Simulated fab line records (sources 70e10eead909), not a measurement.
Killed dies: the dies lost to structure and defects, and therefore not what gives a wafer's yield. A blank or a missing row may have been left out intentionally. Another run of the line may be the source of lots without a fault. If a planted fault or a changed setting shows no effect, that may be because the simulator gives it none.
2 desks looking at one fault || flow nand_harc || each desk holds nothing but its own numbers, with what lay behind them at the end

METROLOGY DESK
Lot by lot, what the gauges showed, no matter which tool ran the lot: averages of those sampled wafers that carry a number. A lot is out of limits, marked OUT, if its mean lies more than 4 standard deviations from the usual mean; the brackets give that distance.
Columns: A = cd_nm at NHARC_A_CHANNEL_HOLE_D1_CD_MEAS_18, usual 98.6 nm
{"lot": "L381", "first seen here": "day 8 16:43", "A": 95.8}
{"lot": "L382", "first seen here": "day 8 17:29", "A": 100.4}
{"lot": "L384", "first seen here": "day 9 19:50", "A": 99.5}
{"lot": "L385", "first seen here": "day 10 01:41", "A": 97.6}
{"lot": "L386", "first seen here": "day 10 17:20", "A": 97.4}
{"lot": "L387", "first seen here": "day 10 20:39", "A": 96.3}
{"lot": "L388", "first seen here": "day 11 08:47", "A": 99.5}
{"lot": "L396", "first seen here": "day 14 14:49", "A": 99.5}
{"lot": "L397", "first seen here": "day 15 00:29", "A": 102.6}
{"lot": "L401", "first seen here": "day 17 09:53", "A": 99.8}
{"lot": "L403", "first seen here": "day 17 17:15", "A": 98.6}
{"lot": "L402", "first seen here": "day 17 17:41", "A": 100.4}
{"lot": "L404", "first seen here": "day 18 11:37", "A": 99.6}
This desk found nothing out of limits on any of the 13 lots.

THE TOOL OWNER'S DESK: ald_sin_batch-01
The tool's own readings at NHARC_A_CHANNEL_FILL_D1_ALD_15 (deposits SiNx, target thk 2 nm, pulse time 60 s, ald cycles 19): means of the sampled wafers that have a number, for each lot that ran on this tool. A lot is out of limits, marked OUT, if its mean lies more than 4 standard deviations from the usual mean; the brackets give that distance.
Columns: A = precursor_pulse_height_rel at NHARC_A_CHANNEL_FILL_D1_ALD_15, usual 0.999; B = susceptor_temp_C at NHARC_A_CHANNEL_FILL_D1_ALD_15, usual 630.02 C
{"lot": "L384", "first seen here": "day 10 15:11", "A": 0.995, "B": 630.17}
{"lot": "L387", "first seen here": "day 11 12:44", "A": 0.989, "B": 630.02}
{"lot": "L388", "first seen here": "day 12 08:38", "A": 1.007, "B": "-"}
{"lot": "L396", "first seen here": "day 15 11:47", "A": 1.012, "B": "659.28 (+99 or more) OUT"}
{"lot": "L397", "first seen here": "day 15 23:13", "A": 0.969, "B": "659.07 (+99 or more) OUT"}
{"lot": "L402", "first seen here": "day 18 14:27", "A": 1.008, "B": 630.19}
{"lot": "L404", "first seen here": "day 19 04:13", "A": 0.986, "B": "-"}
This desk's finding: out of limits on L396, L397; first on L396, day 15 11:47 (susceptor_temp_C at NHARC_A_CHANNEL_FILL_D1_ALD_15). Within limits: L384, L387, L388, L402, L404.

TAKEN TOGETHER
The tool owner's desk could have raised an alarm at day 15 11:47, on L396, L397.
Metrology desk: nothing out of limits seen.
The metrology desk has L396, L397 on record, within its limits.
Every lot named ran NHARC_A_CHANNEL_FILL_D1_ALD_15 on ald_sin_batch-01.

WHAT THE SIMULATOR PUT IN
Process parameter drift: ald_sin_batch-01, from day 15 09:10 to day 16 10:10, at NHARC_A_CHANNEL_FILL_D1_ALD_15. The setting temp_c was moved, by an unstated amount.
Lots struck among those shown: L396, L397.
Hours from the fault's start to each desk's first reading out of limits: the tool owner's desk, 3.
